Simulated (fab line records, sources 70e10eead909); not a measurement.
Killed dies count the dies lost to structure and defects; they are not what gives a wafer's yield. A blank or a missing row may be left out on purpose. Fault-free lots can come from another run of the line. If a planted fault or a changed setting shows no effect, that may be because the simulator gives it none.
Which tool was responsible? -- flow nand-harc -- 13 lots, 39 wafers sampled, at 5 steps of a route of 1159

== WHAT THE GAUGES READ, wafer by wafer ==
NHARC_P_STI_INSPECT_11.
lot,measured,on,raw-defect-count
L800,day 2 13:43,defect-inspect-01,7 6 8
L801,day 2 13:53,defect-inspect-02,6 5 4
L803,day 3 05:12,defect-inspect-02,4 4 6
L805,day 3 17:23,defect-inspect-02,6 9 7
L806,day 4 04:58,defect-inspect-01,9 7 7
L813,day 5 20:20,defect-inspect-01,6 9 9
L815,day 6 12:56,defect-inspect-01,9 6 4
L816,day 6 13:06,defect-inspect-02,6 7 2
L818,day 6 20:53,defect-inspect-01,0 7 6
L820,day 7 10:58,defect-inspect-01,6 2 1
L821,day 7 17:36,defect-inspect-01,0 8 2
L823,day 8 01:43,defect-inspect-02,6 4 3
L822,day 8 01:44,defect-inspect-01,6 6 8

NHARC_P_STI_INSPECT_25.
lot,measured,on,raw-defect-count
L800,day 3 21:37,defect-inspect-01,157 298 264
L801,day 3 21:37,defect-inspect-02,205 220 192
L803,day 4 10:31,defect-inspect-02,209 224 162
L805,day 4 18:55,defect-inspect-01,286 158 297
L806,day 5 08:15,defect-inspect-02,167 155 306
L813,day 7 02:40,defect-inspect-01,285 564 333
L815,day 7 20:17,defect-inspect-01,420 230 327
L816,day 7 20:17,defect-inspect-02,194 178 150
L818,day 8 01:47,defect-inspect-01,152 195 257
L820,day 8 17:34,defect-inspect-01,293 241 227
L821,day 9 01:01,defect-inspect-01,215 272 229
L823,day 9 09:04,defect-inspect-01,266 193 146
L822,day 9 09:04,defect-inspect-02,295 141 345

NHARC_END_SORT_01.
lot,measured,on,killed-at-array,killed-at-other,killed-at-periphery,killed-dies,killed-open,killed-short
L813,day 22 14:04,prober-01,37 39 36,0 0 0,640 638 641,677 677 677,2 3 2,5 3 3
L815,day 24 01:09,prober-02,46 49 48,1 0 1,630 628 628,677 677 677,4 1 1,3 1 2
L816,day 24 01:06,prober-01,18 9 14,0 0 0,659 668 663,677 677 677,1 4 1,2 1 1
L818,day 24 08:58,prober-02,40 39 41,1 1 0,1 0 0,42 40 41,3 1 2,0 1 2

== EACH LOT AND THE TOOL THAT RAN IT (in order: tool; ch and the chambers of the sampled wafers; start) ==
lot,NHARC_P_STI_DESCUM_14,NHARC_P_GATE_ETCH_114
L800,"rie-diel-06 ch 0,1, day 2 13:51","rie-diel-02 ch 0,2,3, day 4 20:00"
L801,"rie-diel-03 ch 1,3, day 2 14:02","rie-diel-07 ch 2,3, day 4 21:00"
L803,"rie-diel-03 ch 0,2,3, day 3 05:22","rie-diel-02 ch 2,3, day 5 09:00"
L805,"rie-diel-03 ch 1,2,3, day 3 17:31","rie-diel-07 ch 0,1, day 5 17:00"
L806,"rie-diel-03 ch 1,2,3, day 4 05:06","rie-diel-04 ch 0,1,2, day 6 11:00"
L813,"rie-diel-03 ch 2,3, day 5 20:28","rie-diel-07 ch 1,2,3, day 8 02:00"
L815,"rie-diel-03 ch 2,3, day 6 13:05","rie-diel-02 ch 2,3, day 8 20:00"
L816,"rie-diel-06 ch 0,1,2, day 6 13:14","rie-diel-04 ch 1,2, day 8 20:00"
L818,"rie-diel-06 ch 0,1,3, day 6 21:01","rie-diel-02 ch 0,2,3, day 9 02:00"
L820,"rie-diel-06 ch 0,2,3, day 7 11:07","rie-diel-04 ch 0,2, day 9 16:00"
L821,"rie-diel-03 ch 1,2,3, day 7 17:46","rie-diel-04 ch 0,1, day 9 23:00"
L823,"rie-diel-06 ch 0,1,3, day 8 01:50","rie-diel-04 ch 0,1,2, day 10 07:00"
L822,"rie-diel-06 ch 0,2,3, day 8 01:53","rie-diel-02 ch 1,2,3, day 10 07:00"
- NHARC_P_STI_DESCUM_14: chemistry O2, time 3 s.
- NHARC_P_GATE_ETCH_114: etches the open film in CF4/O2, target depth 30 nm, overetch 3 nm, time 16.5 s.

== WHAT THE TOOLS THEMSELVES READ (means of the sampled wafers that have a number; where no wafer has one, the mark that the record gives instead) ==
NHARC_P_STI_DESCUM_14.
lot,tool,drypump-motor-current-A (A),oes-product-au (a.u.),rf-vpp-V (V),showerhead-plenum-p-Torr (Torr),throttle-valve-pct (%)
L800,rie-diel-06,6.0,1.000,58.5,1.94,11.315
L801,rie-diel-03,5.5,0.982,57.7,1.84,11.301
L803,rie-diel-03,5.9,0.990,57.2,1.89,11.317
L805,rie-diel-03,5.6,0.991,57.9,1.87,11.322
L806,rie-diel-03,5.6,0.999,57.7,1.87,11.311
L813,rie-diel-03,5.7,0.991,57.1,1.83,11.309
L815,rie-diel-03,5.8,0.991,57.2,1.86,11.312
L816,rie-diel-06,6.2,0.998,58.6,1.89,11.320
L818,rie-diel-06,6.2,0.990,57.3,1.88,11.311
L820,rie-diel-06,6.3,0.989,56.8,1.86,11.316
L821,rie-diel-03,5.6,0.995,57.6,1.87,11.304
L823,rie-diel-06,6.2,1.001,57.1,1.88,11.310
L822,rie-diel-06,6.3,0.990,57.9,1.86,11.324

NHARC_P_GATE_ETCH_114.
lot,tool,bias-w (W),cf4-flow-sccm (sccm),drypump-motor-current-A (A),oes-product-au (a.u.),rf-vpp-V (V),showerhead-plenum-p-Torr (Torr),throttle-valve-pct (%)
L800,rie-diel-02,99.9,80.05,5.7,0.982,198.0,1.33,13.396
L801,rie-diel-07,100.3,80.00,6.0,1.005,199.8,1.37,13.393
L803,rie-diel-02,99.8,79.92,5.6,0.986,198.6,1.35,13.387
L805,rie-diel-07,100.0,79.82,5.6,1.008,199.3,1.39,13.392
L806,rie-diel-04,99.6,80.21,5.4,0.999,197.8,1.32,13.390
L813,rie-diel-07,-,-,-,-,-,-,-
L815,rie-diel-02,-,-,-,-,-,-,-
L816,rie-diel-04,-,-,-,-,-,-,-
L818,rie-diel-02,100.1,80.10,5.7,1.006,197.4,1.32,13.405
L820,rie-diel-04,100.2,80.11,5.4,0.999,197.1,1.29,13.403
L821,rie-diel-04,100.1,79.93,5.4,1.004,198.2,1.33,13.394
L823,rie-diel-04,99.9,80.01,5.4,0.999,197.6,1.31,13.393
L822,rie-diel-02,100.2,79.69,5.7,0.999,197.9,1.33,13.391

== THE ANSWER, worked out from the rows above alone ==
Rule: what is usual is taken from the lots themselves. The widest of any qualifying gaps counts: lots, ordered by their means at a reading, are off when they make up no more than a third of the lots, leave a main group of 4 or more, and stand apart from it by 3 or more times the standard deviation of that group's means. A main group whose means are all the same, to the digits that the tables above print for the reading, isn't used. A lot without any number at a reading at which 4 lots or more have one is off too. Where the step has rows for the other lots, those lots are counted as sound. Order of review: gauges by route order, followed by the tools' own readings, for which a lot's mean as printed above is used. The first step at which some lot is off is used, and at that step the reading that is off furthest; a lot without a number counts as furthest.
Off at NHARC_P_GATE_ETCH_114 (bias-w): L813, L815, L816. Without a number there: L813, L815, L816. Main group: mean 100.0 W, sd 0.2.
A tool fits if, at that step or a process step before it, it ran every lot that is off, and no sound lot after the first of them. Not one of the candidates tried fits.

== WHAT THE SIMULATOR HAD PUT IN ==
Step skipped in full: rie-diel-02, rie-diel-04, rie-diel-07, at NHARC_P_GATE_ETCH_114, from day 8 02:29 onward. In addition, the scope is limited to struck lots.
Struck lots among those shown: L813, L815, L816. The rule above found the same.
